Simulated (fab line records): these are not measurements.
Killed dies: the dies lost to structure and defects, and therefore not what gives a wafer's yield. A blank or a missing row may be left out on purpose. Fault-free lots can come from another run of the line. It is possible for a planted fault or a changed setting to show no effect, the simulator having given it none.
Matching of chambers / flow nand_harc / 4 sister chambers for NHARC_P_GATE_STRIP_101 on rie_diel-11
The step strips in O2, time 20 s. 18 wafers are shown with their chamber, then 9 later ones without.

== WAFERS WITH THEIR CHAMBER ==
wafer=L074.1; chamber=2; showerhead_plenum_p_Torr (Torr)=3.59; oes_product_au (a.u.)=0.994; rf_vpp_V (V)=57.1
wafer=L074.3; chamber=3; showerhead_plenum_p_Torr (Torr)=3.45; oes_product_au (a.u.)=0.990; rf_vpp_V (V)=57.8
wafer=L074.5; chamber=2; showerhead_plenum_p_Torr (Torr)=3.59; oes_product_au (a.u.)=1.003; rf_vpp_V (V)=58.7
wafer=L079.1; chamber=0; showerhead_plenum_p_Torr (Torr)=3.66; oes_product_au (a.u.)=1.000; rf_vpp_V (V)=58.7
wafer=L079.2; chamber=1; showerhead_plenum_p_Torr (Torr)=3.70; oes_product_au (a.u.)=0.994; rf_vpp_V (V)=59.2
wafer=L079.4; chamber=2; showerhead_plenum_p_Torr (Torr)=3.59; oes_product_au (a.u.)=0.995; rf_vpp_V (V)=57.5
wafer=L082.1; chamber=1; showerhead_plenum_p_Torr (Torr)=3.70; oes_product_au (a.u.)=0.985; rf_vpp_V (V)=57.2
wafer=L082.2; chamber=3; showerhead_plenum_p_Torr (Torr)=3.44; oes_product_au (a.u.)=1.001; rf_vpp_V (V)=58.1
wafer=L082.5; chamber=1; showerhead_plenum_p_Torr (Torr)=3.70; oes_product_au (a.u.)=0.979; rf_vpp_V (V)=58.5
wafer=L083.1; chamber=0; showerhead_plenum_p_Torr (Torr)=3.66; oes_product_au (a.u.)=1.010; rf_vpp_V (V)=58.4
wafer=L083.4; chamber=1; showerhead_plenum_p_Torr (Torr)=3.70; oes_product_au (a.u.)=0.997; rf_vpp_V (V)=58.0
wafer=L083.5; chamber=0; showerhead_plenum_p_Torr (Torr)=3.66; oes_product_au (a.u.)=1.003; rf_vpp_V (V)=56.8
wafer=L084.1; chamber=3; showerhead_plenum_p_Torr (Torr)=3.44; oes_product_au (a.u.)=1.003; rf_vpp_V (V)=57.0
wafer=L084.3; chamber=0; showerhead_plenum_p_Torr (Torr)=3.66; oes_product_au (a.u.)=1.020; rf_vpp_V (V)=57.5
wafer=L084.6; chamber=3; showerhead_plenum_p_Torr (Torr)=3.44; oes_product_au (a.u.)=0.989; rf_vpp_V (V)=57.1
wafer=L087.1; chamber=2; showerhead_plenum_p_Torr (Torr)=3.59; oes_product_au (a.u.)=0.982; rf_vpp_V (V)=57.9
wafer=L087.4; chamber=1; showerhead_plenum_p_Torr (Torr)=3.70; oes_product_au (a.u.)=0.988; rf_vpp_V (V)=59.3
wafer=L087.5; chamber=0; showerhead_plenum_p_Torr (Torr)=3.65; oes_product_au (a.u.)=1.006; rf_vpp_V (V)=58.1

SIGNATURES (averages over the wafers above)
reading=showerhead_plenum_p_Torr; chamber 0=3.6580; chamber 1=3.7000; chamber 2=3.5900; chamber 3=3.4425; scatter within a chamber=0.00333
reading=oes_product_au; chamber 0=1.00780; chamber 1=0.98860; chamber 2=0.99350; chamber 3=0.99575; scatter within a chamber=0.0077
reading=rf_vpp_V; chamber 0=57.900; chamber 1=58.440; chamber 2=57.800; chamber 3=57.500; scatter within a chamber=0.737
Rule: a wafer's distance from a chamber is the root of the sum, over the readings, of the square of ((its reading less the chamber's mean) divided by the reading's scatter). If the next closest chamber is less than 2 further off than the closest, the wafer can't be placed; otherwise it belongs to the closest. The scatter: the root of (the sum of the squares of (reading less its chamber's mean) over the shown wafers, divided by (wafers less chambers)).

== WAFERS MISSING THEIR CHAMBER ==
wafer=L091.4; showerhead_plenum_p_Torr (Torr)=3.44; oes_product_au (a.u.)=0.990; rf_vpp_V (V)=58.2
wafer=L091.5; showerhead_plenum_p_Torr (Torr)=3.59; oes_product_au (a.u.)=0.993; rf_vpp_V (V)=58.3
wafer=L091.6; showerhead_plenum_p_Torr (Torr)=3.44; oes_product_au (a.u.)=0.990; rf_vpp_V (V)=57.2
wafer=L093.1; showerhead_plenum_p_Torr (Torr)=3.65; oes_product_au (a.u.)=1.007; rf_vpp_V (V)=60.4
wafer=L093.4; showerhead_plenum_p_Torr (Torr)=3.70; oes_product_au (a.u.)=1.016; rf_vpp_V (V)=57.1
wafer=L093.6; showerhead_plenum_p_Torr (Torr)=3.44; oes_product_au (a.u.)=0.996; rf_vpp_V (V)=58.2
wafer=L094.2; showerhead_plenum_p_Torr (Torr)=3.58; oes_product_au (a.u.)=0.995; rf_vpp_V (V)=58.3
wafer=L094.3; showerhead_plenum_p_Torr (Torr)=3.65; oes_product_au (a.u.)=1.003; rf_vpp_V (V)=58.6
wafer=L094.5; showerhead_plenum_p_Torr (Torr)=3.65; oes_product_au (a.u.)=1.008; rf_vpp_V (V)=57.0

== WHICH CHAMBER EACH ONE RAN IN ==
wafer=L091.4; from the rows above=3; in truth=3
wafer=L091.5; from the rows above=2; in truth=2
wafer=L091.6; from the rows above=3; in truth=3
wafer=L093.1; from the rows above=0; in truth=0
wafer=L093.4; from the rows above=1; in truth=1
wafer=L093.6; from the rows above=3; in truth=3
wafer=L094.2; from the rows above=2; in truth=2
wafer=L094.3; from the rows above=0; in truth=0
wafer=L094.5; from the rows above=0; in truth=0
Correctly placed: 9 of 9. Can't be placed from these rows: 0. Wrongly placed: 0.
